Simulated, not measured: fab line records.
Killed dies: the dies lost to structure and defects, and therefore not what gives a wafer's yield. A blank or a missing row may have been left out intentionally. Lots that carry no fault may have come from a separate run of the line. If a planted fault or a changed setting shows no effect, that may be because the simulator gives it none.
8D (eight disciplines) problem report, filled in by code || flow n5-finfet || the parts of the form that need people (team, actions taken, sign-off) are left out

== 1. THE ISSUE ==
trench-depth-nm at N5_BEOL_M5_OCD_MEAS_38 reads a mean of 7.8 nm on 3 wafers of 2 lots; wafers without a fault read 72.0 nm with a standard deviation of 1.4. Measured from the usual mean, that is -46 standard deviations.
Earliest sighting: wafer L552.2 on ocd-01 at day 13 12:11. The record has a number at this step for 23 wafers belonging to 8 lots. The rule behind "out" and "out of limits": a value lying over 4 standard deviations away from the usual mean. The rest of the wafers with a number are treated as sound.

== 2. WHAT IT IS, WHAT IT ISN'T ==
{"question": "which readings at this step", "is": "trench-depth-nm", "is not": "-"}
{"question": "which lots", "is": "L550, L552", "is not": "L531, L533, L537, L538, L539, L540"}
{"question": "which wafers of those lots", "is": "L550.3, L552.2, L552.3", "is not": "L550.1, L550.5"}
{"question": "read on which gauges", "is": "ocd-01", "is not": "ocd-02"}
{"question": "when", "is": "from day 13 12:11", "is not": "up to then (18 sound wafers); but 2 sound wafers of L550 came after"}

== 3. WHAT RULES OUT EACH SUSPECT ==
Counting: if a tool at a process step up to the reading ran every lot that is out, it stays a suspect. Sound lots after the first of them don't rule it out here, since some wafers of a struck lot are sound.
- the gauge at N5_BEOL_M5_OCD_MEAS_38 has been ruled out. All the wafers that are out were read on ocd-01, but those of them that N5_PASSIVATION_PROBE_49 has rows for are out there too, on other tools.
- pvd-sputter-03 at N5_BEOL_M5_HM_DEP_02 (deposits TiN, target thk 20 nm): kept. It ran every lot that is out, first L552 (day 13 08:11); its last sound lot up to then is L540 (day 10 05:53).
- rie-metal-03 at N5_BEOL_M5_HM_OPEN_17 (chemistry Cl2/BCl3, target TiN, target depth 20 nm, overetch 6 nm): kept. It ran every lot that is out, first L552 (day 13 08:56); its last sound lot up to then is L533 (day 8 16:26).
- rie-diel-05 at N5_BEOL_M5_DESCUM_33 (chemistry O2, time 7 s): kept. It ran every lot that is out, first L552 (day 13 11:46).
- rie-diel-05 at N5_BEOL_M5_VIA_ETCH_34 (etches SiCOH lowk in C4F6/O2, target depth 88.3 nm, time 39.2 s): kept. It ran every lot that is out, first L552 (day 13 11:56).
- rie-diel-05 at N5_BEOL_M5_TRENCH_ETCH_37 (etches SiCOH lowk in C4F6/O2, target depth 71.652 nm, time 24.7 s): kept. It ran every lot that is out, first L552 (day 13 12:11). N5_BEOL_M5_TRENCH_ETCH_37 gives no start for some lots, so the hours and the order of its lots are those of N5_BEOL_M5_OCD_MEAS_38.
Left after counting: pvd-sputter-03 at N5_BEOL_M5_HM_DEP_02, rie-metal-03 at N5_BEOL_M5_HM_OPEN_17, rie-diel-05 at N5_BEOL_M5_DESCUM_33, rie-diel-05 at N5_BEOL_M5_VIA_ETCH_34, rie-diel-05 at N5_BEOL_M5_TRENCH_ETCH_37.

== 4. THE CAUSE (what the simulator had put in) ==
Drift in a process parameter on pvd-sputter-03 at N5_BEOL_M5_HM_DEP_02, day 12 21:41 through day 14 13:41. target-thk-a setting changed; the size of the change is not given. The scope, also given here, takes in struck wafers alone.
Counting left 5 suspects, and this tool is among them.

== 5. SEQUENCE OF EFFECTS, ordered by route ==
Each row: a reading where the mean over the struck wafers with a number is more than 3 standard deviations away from the usual. Readings are gone through only where the record gives a usual standard deviation; hours: the median, over the lots, of the time from a lot's start at the first step in this table giving one to that lot's start at this step; sigmas: the change measured in usual standard deviations.
{"hours": 0, "step": "N5_BEOL_M5_VIA_ETCH_34", "reading": "oes-product-au", "usual": "0.80 a.u.", "on struck wafers": 0.36, "change": -0.44, "sigmas": -4.4}
{"hours": 0, "step": "N5_BEOL_M5_OCD_MEAS_38", "reading": "trench-depth-nm", "usual": "72.0 nm", "on struck wafers": 7.8, "change": -64.2, "sigmas": -46}
{"hours": 101, "step": "N5_PASSIVATION_PROBE_49", "reading": "defect-limited-yield", "usual": "91.3 %", "on struck wafers": 14.0, "change": -77.3, "sigmas": -55}
{"hours": 101, "step": "N5_PASSIVATION_PROBE_49", "reading": "killed_at_M4_up", "usual": 13, "on struck wafers": 935, "change": "+922", "sigmas": "+99 or more"}
{"hours": 101, "step": "N5_PASSIVATION_PROBE_49", "reading": "killed-dies", "usual": 103, "on struck wafers": 1015, "change": "+912", "sigmas": "+54"}
{"hours": 101, "step": "N5_PASSIVATION_PROBE_49", "reading": "killed-on-rim", "usual": 13, "on struck wafers": 139, "change": "+126", "sigmas": "+35"}
{"hours": 101, "step": "N5_PASSIVATION_PROBE_49", "reading": "sort_bin_5_function", "usual": "5.2 %", "on struck wafers": 82.7, "change": "+77.5", "sigmas": "+85"}
{"hours": 101, "step": "N5_PASSIVATION_PROBE_49", "reading": "sort-n-pass", "usual": 1077, "on struck wafers": 165, "change": -912, "sigmas": -54}
{"hours": 101, "step": "N5_PASSIVATION_PROBE_49", "reading": "sort-yield-pct", "usual": "91.3 %", "on struck wafers": 14.0, "change": -77.3, "sigmas": -55}
Here are the process steps it includes:
- N5_BEOL_M5_VIA_ETCH_34: etches SiCOH lowk in C4F6/O2, target depth 88.3 nm, time 39.2 s.
- N5_PASSIVATION_PROBE_49
Readings that are blank on the struck wafers while sound wafers have them: M5_THK at N5_BEOL_M5_THK_MEAS_53.

== 6. HOW IT WOULD HAVE BEEN CAUGHT EARLIER ==
The first out-of-limits reading at a measuring or inspecting step in this record came at day 13 12:11, 14 hours after the fault's start at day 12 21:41.
Of the tool readings at N5_BEOL_M5_HM_DEP_02 for which the record gives a usual standard deviation, none was out on any struck wafer, so an alarm limit of 4 standard deviations on them would not have fired.
Each of the lots that are out, 2 in all, had begun N5_BEOL_M5_HM_DEP_02 on pvd-sputter-03 no later than day 13 12:11. Tool hold at that time: it would have spared none of them.
